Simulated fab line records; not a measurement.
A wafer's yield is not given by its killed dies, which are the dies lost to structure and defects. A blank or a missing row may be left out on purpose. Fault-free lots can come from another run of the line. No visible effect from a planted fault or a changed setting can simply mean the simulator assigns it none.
A struck lot beside a sound one :: flow nand_harc :: 15 steps out of a route of 1302
Sound: the wafers L814.1, L814.4, L814.5. The struck wafers were L831.4, L831.5, L831.6. The cause is named last.
Order at every step that has rows: each side's tool, ch and its chambers, its first start. Under that, the readings that differ: sound wafers :: struck wafers :: difference of the means :: sigmas: that difference in standard deviations of wafers without a fault.
alike: readings with means less than 2 such deviations apart, plus words and numbers identical on both sides. not compared: withheld readings, readings lacking a value on some wafer, bounds such as >300 that could conceal the same value, and numbers that have no deviation in the record and whose values overlap.
Wherever a step has rows on one side only, a row that says differs or no value, or a row with sigmas, the two part there. When numbers do not overlap yet have no deviation, they are printed without sigmas and do not part them. A reading missing from all wafers of one side parts the sides only when that side holds two or more wafers.

NHARC_A_CHANNEL_HOLE_D1_ETCH_44: etches the open film in CF4/O2, target depth 140 nm, overetch 14 nm, time 77 s.
  sound on rie_diel-10 ch 1,2,3, day 11 04:52; struck on rie_diel-13 ch 2,3, day 18 07:44
  alike: drypump_motor_current_A, oes_product_au, rf_vpp_V, showerhead_plenum_p_Torr, throttle_valve_pct
  not compared: rf_hours_counter_h
NHARC_A_CHANNEL_HOLE_D1_STRIP_27: strips in O2.
  sound: rie_diel-10 ch 0,1,2; struck: rie_diel-13 ch 0,1,3
  alike: drypump_motor_current_A, oes_product_au, rf_vpp_V, showerhead_plenum_p_Torr, throttle_valve_pct
  not compared: rf_hours_counter_h
then, 2 steps without rows for these wafers: NHARC_A_CHANNEL_HOLE_D1_PRECLEAN_28 (cleans in SC1); NHARC_A_CHANNEL_HOLE_D1_SRD_29.
NHARC_A_CHANNEL_HOLE_D1_CD_MEAS_30:
  sound on cd_sem-03 at day 11 05:39; struck on cd_sem-01 at day 18 08:32
  alike: cd_nm
then, 1 step without rows for these wafers: NHARC_A_CHANNEL_HOLE_D1_XSEM_31.
NHARC_A_CHANNEL_HOLE_D1_INSPECT_40:
  sound on defect_inspect-02 at day 11 05:50; struck on defect_inspect-02 at day 18 08:44
  alike: raw_defect_count
then, 2 steps without rows for these wafers: NHARC_A_CHANNEL_FILL_D1_PRECLEAN_00 (cleans in SC1); NHARC_A_CHANNEL_FILL_D1_SRD_01.
NHARC_A_CHANNEL_FILL_D1_ALD_02: deposits SiO2, target thk 6 nm, pulse time 10 s, ald cycles 60.
  sound on ald_hk-03 ch 0,3, day 11 06:02; struck on ald_hk-03 ch 0,1, day 18 08:59
  alike: ald_cycles, heater_power_w, precursor_pulse_height_rel
NHARC_A_CHANNEL_FILL_D1_ALD_03: deposits SiNx, target thk 6 nm, pulse time 60 s, ald cycles 58.
  sound: ald_sin_batch-01 ch 0; struck: ald_sin_batch-03 ch 0
  alike: ald_cycles, chamber_pressure_Torr, precursor_pulse_height_rel
NHARC_A_CHANNEL_FILL_D1_ALD_14: deposits SiO2, target thk 2.5 nm, pulse time 10 s, ald cycles 25.
  sound on ald_hk-03 ch 0,2,3, day 11 13:03; struck on ald_hk-02 ch 2,3, day 18 16:01
  alike: ald_cycles, heater_power_w, precursor_pulse_height_rel
NHARC_A_CHANNEL_FILL_D1_ALD_15: deposits SiNx, target thk 2 nm, pulse time 60 s, ald cycles 19.
  sound on ald_sin_batch-02 ch 0, day 11 16:08; struck on ald_sin_batch-01 ch 0, day 18 19:16
reading: ald_cycles
sound: 19 19 19
struck: 15 15 15
difference: -4
sigmas: 
  alike: chamber_pressure_Torr, precursor_pulse_height_rel
then, 1 step without rows for these wafers: NHARC_A_CHANNEL_FILL_D1_ALD_16 (deposits SiO2, target thk 1.5 nm, pulse time 10 s, ald cycles 15).
-- the record jumps here: 16 days lie between the struck wafers' starts before and after (it left off in module A_CHANNEL_FILL_D1 and takes up again in module END, whose first step shown is number 1302 of the route) --
NHARC_END_SORT_01:
  sound on prober-02 ch 0, day 26 11:40; struck on prober-01 ch 0, day 35 00:34
  alike: killed_at_array, killed_at_other, killed_at_periphery, killed_dies, killed_open, killed_short

## WHERE THEY PART
Nowhere in this record.

WHY: the cause the simulator had injected
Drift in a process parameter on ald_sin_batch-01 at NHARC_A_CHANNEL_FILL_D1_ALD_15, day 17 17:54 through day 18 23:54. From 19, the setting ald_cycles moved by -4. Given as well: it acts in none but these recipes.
